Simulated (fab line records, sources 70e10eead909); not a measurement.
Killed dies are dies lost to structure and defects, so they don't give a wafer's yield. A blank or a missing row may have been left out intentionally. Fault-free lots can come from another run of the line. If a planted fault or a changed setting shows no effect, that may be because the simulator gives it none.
3 desks looking at one fault || flow nand_harc || only its own numbers are on each desk; what lay behind them is given at the end

== THE DEFECT DESK ==
Per lot, the means of the sampled wafers with a number show what the inspections along the route counted. A lot is out of limits, marked OUT, if its mean lies more than 4 standard deviations from the usual mean; the brackets give that distance.
Columns: A = raw_defect_count at NHARC_P_GATE_INSPECT_68, usual 220
{"lot": "L509", "first seen here": "day 6 03:17", "A": 307}
{"lot": "L510", "first seen here": "day 6 04:04", "A": 183}
{"lot": "L511", "first seen here": "day 6 19:44", "A": 252}
{"lot": "L512", "first seen here": "day 6 21:23", "A": 146}
{"lot": "L513", "first seen here": "day 7 14:13", "A": 124}
{"lot": "L514", "first seen here": "day 7 22:29", "A": 218}
{"lot": "L516", "first seen here": "day 8 18:16", "A": 237}
{"lot": "L522", "first seen here": "day 11 07:44", "A": 147}
{"lot": "L523", "first seen here": "day 11 21:10", "A": 563}
{"lot": "L524", "first seen here": "day 11 21:49", "A": 595}
{"lot": "L532", "first seen here": "day 15 15:26", "A": 145}
This desk's finding: nothing out of limits on any of the 11 lots.

== AT THE TOOL OWNER'S DESK: plasma_asher-01 ==
The tool's own readings at NHARC_P_GATE_STRIP_76 (strips in O2): means of the sampled wafers that have a number, for each lot that ran on this tool. A lot is out of limits, marked OUT, if its mean lies more than 4 standard deviations from the usual mean; the brackets give that distance.
Columns: A = drypump_motor_current_A at NHARC_P_GATE_STRIP_76, usual 5.7 A; B = heater_power_w at NHARC_P_GATE_STRIP_76, usual 334 W
{"lot": "L510", "first seen here": "day 5 23:59", "A": 6.1, "B": 349}
{"lot": "L511", "first seen here": "day 6 15:40", "A": 6.1, "B": 348}
{"lot": "L512", "first seen here": "day 6 16:11", "A": 6.1, "B": 358}
{"lot": "L516", "first seen here": "day 8 14:19", "A": 5.6, "B": 330}
{"lot": "L522", "first seen here": "day 11 03:28", "A": 6.1, "B": 347}
{"lot": "L523", "first seen here": "day 11 17:13", "A": 5.6, "B": 324}
{"lot": "L524", "first seen here": "day 11 17:50", "A": 5.6, "B": 327}
This desk's finding: nothing out of limits on any of the 7 lots.

== FROM THE METROLOGY DESK ==
Means of the sampled wafers that have a number, per lot and without regard to the tool the lot ran on: this is what the gauges read. A lot is out of limits, marked OUT, if its mean lies more than 4 standard deviations from the usual mean; the brackets give that distance.
Columns: A = cd_nm at NHARC_P_GATE_CD_MEAS_91, usual 2000.7 nm
{"lot": "L509", "first seen here": "day 6 00:13", "A": 2003.2}
{"lot": "L510", "first seen here": "day 6 00:53", "A": 2002.6}
{"lot": "L511", "first seen here": "day 6 16:38", "A": 1996.8}
{"lot": "L512", "first seen here": "day 6 17:06", "A": 2000.6}
{"lot": "L513", "first seen here": "day 7 11:08", "A": 1998.7}
{"lot": "L514", "first seen here": "day 7 19:25", "A": 2001.4}
{"lot": "L516", "first seen here": "day 8 15:07", "A": 2001.4}
{"lot": "L522", "first seen here": "day 11 04:22", "A": 2004.4}
{"lot": "L523", "first seen here": "day 11 18:00", "A": 2000.4}
{"lot": "L524", "first seen here": "day 11 18:45", "A": 1996.4}
{"lot": "L532", "first seen here": "day 15 12:21", "A": 1997.7}
This desk's finding: nothing out of limits on any of the 11 lots.

== PUT TOGETHER ==
No out-of-limits result turned up at the defect desk.
Nothing out of limits was seen by the tool owner's desk.
From the metrology desk's view, nothing was out of limits.

== WHAT THE SIMULATOR HAD INSERTED ==
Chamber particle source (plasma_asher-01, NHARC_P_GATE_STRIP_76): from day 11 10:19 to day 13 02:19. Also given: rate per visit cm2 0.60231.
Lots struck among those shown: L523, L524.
